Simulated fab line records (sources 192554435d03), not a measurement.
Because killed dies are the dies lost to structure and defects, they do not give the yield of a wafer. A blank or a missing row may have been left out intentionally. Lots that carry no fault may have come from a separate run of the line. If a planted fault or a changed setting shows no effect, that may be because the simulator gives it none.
Which tool was responsible?    flow n5 finfet    12 lots with 36 wafers sampled at 4 steps, on a route of 1938 steps

## WHAT EACH GAUGE READ, for each wafer
N5_MOL_CONTACT_COAG_CD_MEAS_137 targets a cd of 16 nm.
lot   measured      on         cd nm (nm)
L112  day 5 06:15   cd sem-03  16.0 15.6 16.0
L113  day 5 07:50   cd sem-01  16.3 16.4 16.1
L114  day 5 15:13   cd sem-03  15.8 16.3 15.5
L115  day 5 23:29   cd sem-01  16.1 15.8 15.6
L116  day 6 00:05   cd sem-01  15.4 15.8 15.6
L117  day 6 05:20   cd sem-01  16.5 16.2 16.5
L120  day 7 01:31   cd sem-02  15.9 16.0 16.5
L121  day 7 05:38   cd sem-01  16.2 15.8 15.9
L122  day 7 19:01   cd sem-02  16.8 16.2 16.5
L123  day 7 19:16   cd sem-01  16.0 16.0 15.7
L134  day 10 13:10  cd sem-01  15.5 15.8 15.5
L135  day 10 19:30  cd sem-01  16.4 16.7 15.8

N5_MOL_CONTACT_COAG_CD_MEAS_40 targets a cd of 25.1 nm.
lot   measured      on         cd nm (nm)
L112  day 5 06:36   cd sem-01  25.23 25.04 24.85
L113  day 5 08:09   cd sem-03  24.75 24.97 25.07
L114  day 5 15:39   cd sem-03  25.34 24.87 24.70
L115  day 5 23:56   cd sem-01  24.88 24.89 24.79
L116  day 6 00:26   cd sem-03  25.03 24.86 25.06
L117  day 6 05:47   cd sem-01  25.54 25.30 25.49
L120  day 7 01:58   cd sem-02  25.29 25.11 25.09
L121  day 7 06:04   cd sem-01  24.66 25.03 25.24
L122  day 7 19:19   cd sem-02  24.84 25.43 25.35
L123  day 7 19:43   cd sem-03  24.83 24.77 25.13
L134  day 10 13:29  cd sem-03  24.84 24.54 25.11
L135  day 10 19:49  cd sem-02  25.14 24.87 25.58

N5_MOL_CONTACT_COAG_INSPECT_97: inspects for defects (darkfield).
lot   measured      on                 raw defect count
L112  day 5 12:55   defect inspect-02  19 16 33
L113  day 5 12:55   defect inspect-01  37 43 34
L114  day 5 20:37   defect inspect-02  26 26 27
L115  day 6 04:41   defect inspect-02  52 27 47
L116  day 6 07:42   defect inspect-02  37 77 69
L117  day 6 10:41   defect inspect-01  62 44 45
L120  day 7 08:56   defect inspect-01  59 110 96
L121  day 7 11:55   defect inspect-01  74 46 43
L122  day 8 00:06   defect inspect-02  33 33 33
L123  day 8 03:06   defect inspect-01  44 20 28
L134  day 10 18:15  defect inspect-02  32 39 49
L135  day 11 01:01  defect inspect-02  71 38 40

## TOOL THAT RAN EACH LOT (tool first, then ch and the chambers of the sampled wafers, then the start)
lot   N5_MOL_CONTACT_COAG_ANNEAL_112
L112  hp anneal-01 ch 0, day 5 09:53
L113  hp anneal-01 ch 0, day 5 09:53
L114  hp anneal-01 ch 0, day 5 17:35
L115  hp anneal-01 ch 0, day 6 01:39
L116  hp anneal-01 ch 0, day 6 04:39
L117  hp anneal-01 ch 0, day 6 07:39
L120  hp anneal-01 ch 0, day 7 05:53
L121  hp anneal-01 ch 0, day 7 08:53
L122  hp anneal-01 ch 0, day 7 21:04
L123  hp anneal-01 ch 0, day 8 00:04
L134  hp anneal-01 ch 0, day 10 15:13
L135  hp anneal-01 ch 0, day 10 21:59
- N5_MOL_CONTACT_COAG_ANNEAL_112: time 1800 s.

## WHAT THE TOOLS THEMSELVES READ (means of the sampled wafers that have a number; where no wafer has one, the mark that the record gives instead)
N5_MOL_CONTACT_COAG_ANNEAL_112.
lot   tool          spike tc bottom C (C)  spike tc centre C (C)  spike tc lower C (C)  spike tc top C (C)  spike tc upper C (C)  wafer_temp_C_max  zone power bottom pct (%)  zone power centre pct (%)  zone power lower pct (%)  zone power top pct (%)  zone power upper pct (%)
L112  hp anneal-01  426.0                  401.3                  398.9                 428.9               401.9                 402.6             13.61                      8.21                       10.53                     19.96                   8.88
L113  hp anneal-01  425.8                  400.9                  398.8                 429.5               401.4                 402.1             13.65                      8.25                       10.58                     19.90                   8.98
L114  hp anneal-01  425.0                  401.5                  396.8                 429.2               401.9                 402.5             13.82                      8.17                       10.47                     19.94                   8.99
L115  hp anneal-01  425.5                  402.0                  397.8                 428.0               402.0                 402.4             13.84                      8.16                       10.44                     19.92                   8.99
L116  hp anneal-01  424.9                  401.0                  397.8                 428.1               402.4                 402.5             13.78                      8.12                       10.69                     19.74                   8.87
L117  hp anneal-01  424.6                  401.0                  397.3                 427.4               401.1                 402.1             13.58                      8.23                       10.59                     20.08                   8.91
L120  hp anneal-01  426.4                  401.2                  398.2                 427.9               400.2                 401.7             13.80                      8.11                       10.55                     20.13                   8.95
L121  hp anneal-01  425.2                  400.7                  398.5                 428.6               401.7                 402.7             13.73                      8.24                       10.59                     20.07                   8.91
L122  hp anneal-01  403.2                  379.0                  377.0                 408.2               380.1                 379.8             12.72                      7.61                       9.75                      18.67                   8.30
L123  hp anneal-01  403.2                  378.4                  376.2                 407.0               379.9                 380.4             12.64                      7.59                       9.84                      18.63                   8.26
L134  hp anneal-01  425.8                  401.2                  397.5                 429.2               401.6                 402.4             13.81                      8.16                       10.61                     20.12                   8.95
L135  hp anneal-01  424.8                  401.2                  398.2                 429.4               401.6                 402.5             13.76                      8.14                       10.50                     20.24                   8.92

## THE ANSWER, worked out from the rows above alone
Rule: the usual values come from the lots themselves. The widest of any qualifying gaps counts: lots, ordered by their means at a reading, are off when they make up no more than a third of the lots, leave a main group of 4 or more, and stand apart from it by 3 or more times the standard deviation of that group's means. If all means in a main group match to the digits the tables above print for the reading, that group is not used. Also off: a lot with no number at a reading for which 4 or more lots have one. The other lots that the step has rows for count as sound. After the gauges, taken in route order, come the tools' own readings; for these a lot's mean is taken, as printed above. At the first step where some lot is off, the reading lying furthest off is the one used; lots without a number count as furthest.
Off: L122, L123 (N5_MOL_CONTACT_COAG_ANNEAL_112, wafer_temp_C_max). Mean 402.4 and standard deviation 0.28 in the main group.
If a tool, at that step or one of the process steps before it, ran each lot that is off and ran no sound lot following the first of them, it fits. Not one of the candidates tried fits.

## WHAT THE SIMULATOR HAD PUT IN
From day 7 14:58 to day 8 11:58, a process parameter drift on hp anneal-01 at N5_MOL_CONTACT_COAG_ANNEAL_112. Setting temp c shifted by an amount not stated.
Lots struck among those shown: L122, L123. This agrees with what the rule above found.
